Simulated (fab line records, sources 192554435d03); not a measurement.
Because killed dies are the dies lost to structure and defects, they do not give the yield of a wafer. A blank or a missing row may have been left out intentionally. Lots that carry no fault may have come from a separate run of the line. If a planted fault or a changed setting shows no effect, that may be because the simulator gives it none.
Split-lot experiment || flow n5Finfet || on a route of 1938 steps: 7 lots, 21 wafers read

SPLIT DETAILS
At N5_PASSIVATION_EXPOSE_41 (exposes mask PASS OPEN, defocus 0 nm, target cd 40000 nm), the setting doseMj was moved away from the recipe's 57.25 on 8 of the 21 wafers read, by -4.8% to +5.2%. All remaining wafers had this setting at the recipe value.

FROM THE SPLIT TO THE READING: what the file shows between them, 3 steps
- N5_PASSIVATION_PEB_42
- N5_PASSIVATION_DEVELOP_43: develop time 60 s
- N5_PASSIVATION_HARDBAKE_45: time 120 s

THE READING
Shown in nm: cdNm at N5_PASSIVATION_CD_MEAS_44, with target cd 40000 nm. A value of 40003 nm with a standard deviation of 4.3 nm is what fault-free wafers of this fab line usually give.

{"wafer": "L079.2", "tool, chamber at the split": "krfScanner-01, 0", "doseMj as run": 60.22, "against the recipe": "+5.2%", "cdNm, nm": 40016, "against lot-mates on the recipe": "+9"}
{"wafer": "L079.3", "tool, chamber at the split": "krfScanner-01, 0", "doseMj as run": 60.22, "against the recipe": "+5.2%", "cdNm, nm": 40024, "against lot-mates on the recipe": "+17"}
{"wafer": "L079.5", "tool, chamber at the split": "krfScanner-01, 0", "doseMj as run": 57.25, "against the recipe": "recipe", "cdNm, nm": 40007, "against lot-mates on the recipe": "-"}
{"wafer": "L082.2", "tool, chamber at the split": "krfScanner-01, 0", "doseMj as run": 58.67, "against the recipe": "+2.5%", "cdNm, nm": 40022, "against lot-mates on the recipe": "+15"}
{"wafer": "L082.3", "tool, chamber at the split": "krfScanner-01, 0", "doseMj as run": 57.25, "against the recipe": "recipe", "cdNm, nm": 40007, "against lot-mates on the recipe": "-"}
{"wafer": "L082.4", "tool, chamber at the split": "krfScanner-01, 0", "doseMj as run": 58.67, "against the recipe": "+2.5%", "cdNm, nm": 40016, "against lot-mates on the recipe": "+9"}
{"wafer": "L078.1", "tool, chamber at the split": "krfScanner-01, 0", "doseMj as run": 57.25, "against the recipe": "recipe", "cdNm, nm": 40006, "against lot-mates on the recipe": "-"}
{"wafer": "L078.3", "tool, chamber at the split": "krfScanner-01, 0", "doseMj as run": 57.25, "against the recipe": "recipe", "cdNm, nm": 40005, "against lot-mates on the recipe": "-"}
{"wafer": "L078.6", "tool, chamber at the split": "krfScanner-01, 0", "doseMj as run": 57.25, "against the recipe": "recipe", "cdNm, nm": 40002, "against lot-mates on the recipe": "-"}
{"wafer": "L091.1", "tool, chamber at the split": "krfScanner-01, 0", "doseMj as run": 57.25, "against the recipe": "recipe", "cdNm, nm": 40008, "against lot-mates on the recipe": "-"}
{"wafer": "L091.2", "tool, chamber at the split": "krfScanner-01, 0", "doseMj as run": 57.25, "against the recipe": "recipe", "cdNm, nm": 40006, "against lot-mates on the recipe": "-"}
{"wafer": "L091.6", "tool, chamber at the split": "krfScanner-01, 0", "doseMj as run": 57.25, "against the recipe": "recipe", "cdNm, nm": 40005, "against lot-mates on the recipe": "-"}
{"wafer": "L094.1", "tool, chamber at the split": "krfScanner-01, 0", "doseMj as run": 54.51, "against the recipe": "-4.8%", "cdNm, nm": 39984, "against lot-mates on the recipe": -21}
{"wafer": "L094.4", "tool, chamber at the split": "krfScanner-01, 0", "doseMj as run": 54.51, "against the recipe": "-4.8%", "cdNm, nm": 39986, "against lot-mates on the recipe": -19}
{"wafer": "L094.5", "tool, chamber at the split": "krfScanner-01, 0", "doseMj as run": 57.25, "against the recipe": "recipe", "cdNm, nm": 40005, "against lot-mates on the recipe": "-"}
{"wafer": "L097.2", "tool, chamber at the split": "krfScanner-01, 0", "doseMj as run": 54.49, "against the recipe": "-4.8%", "cdNm, nm": 39989, "against lot-mates on the recipe": -18}
{"wafer": "L097.4", "tool, chamber at the split": "krfScanner-01, 0", "doseMj as run": 54.49, "against the recipe": "-4.8%", "cdNm, nm": 39986, "against lot-mates on the recipe": -21}
{"wafer": "L097.5", "tool, chamber at the split": "krfScanner-01, 0", "doseMj as run": 57.25, "against the recipe": "recipe", "cdNm, nm": 40007, "against lot-mates on the recipe": "-"}
{"wafer": "L095.1", "tool, chamber at the split": "krfScanner-02, 0", "doseMj as run": 57.25, "against the recipe": "recipe", "cdNm, nm": 39993, "against lot-mates on the recipe": "-"}
{"wafer": "L095.2", "tool, chamber at the split": "krfScanner-02, 0", "doseMj as run": 57.25, "against the recipe": "recipe", "cdNm, nm": 39995, "against lot-mates on the recipe": "-"}
{"wafer": "L095.6", "tool, chamber at the split": "krfScanner-02, 0", "doseMj as run": 57.25, "against the recipe": "recipe", "cdNm, nm": 39998, "against lot-mates on the recipe": "-"}

FIT RESULTS
A straight line over all 21 wafers: cdNm changes by +3.67 nm for each +1% of doseMj; r = +0.91; the points scatter about the line by 4.9 nm.
The same after taking each lot's own level away (the mean of its wafers on the recipe; 21 wafers): +3.6 nm for each +1%; r = +0.96; scatter 3.1 nm.
Per that fit: largest doseMj move, reading shift of 19 nm.
Measured against the standard deviation above, the lots' own levels, which go from 39995.3 to 40007.0 nm, span 2.7 times it.
The two slopes agree, so the slope changes little with the lot-to-lot level.
Check: +20.7 nm against its lot-mates is what the line predicts for one of the wafers moved furthest among these (+5.2%) when that wafer is left out of the fit. It came out at +9 nm against them.

OTHER SPLITS ON THESE WAFERS
Other splits were also applied to these wafers ahead of the reading. Each is held against what the fit with the lots' levels taken away leaves over:
{"other split on the same wafers": "N5_BEOL_M13_TRENCH_ETCH_34 timeS", "wafers away from the commonest value": 6, "r with cdNm (lot level and that fit taken away)": -0.34}
{"other split on the same wafers": "N5_BEOL_M14_SPUTTER_43 powerW", "wafers away from the commonest value": 2, "r with cdNm (lot level and that fit taken away)": -0.14}
{"other split on the same wafers": "N5_BEOL_M15_ILD_DEP_00 timeS", "wafers away from the commonest value": 7, "r with cdNm (lot level and that fit taken away)": "+0.20"}
{"other split on the same wafers": "N5_MIM_BOT_SPUTTER_00 timeS", "wafers away from the commonest value": 5, "r with cdNm (lot level and that fit taken away)": -0.44}
{"other split on the same wafers": "N5_PASSIVATION_ETCH_15 biasW", "wafers away from the commonest value": 8, "r with cdNm (lot level and that fit taken away)": "+0.08"}
{"other split on the same wafers": "N5_PASSIVATION_SPUTTER_20 targetThkA", "wafers away from the commonest value": 8, "r with cdNm (lot level and that fit taken away)": "+0.18"}

FILE'S OWN FIT
cdNm changes by +3.57 nm for each +1% of doseMj, r = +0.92.
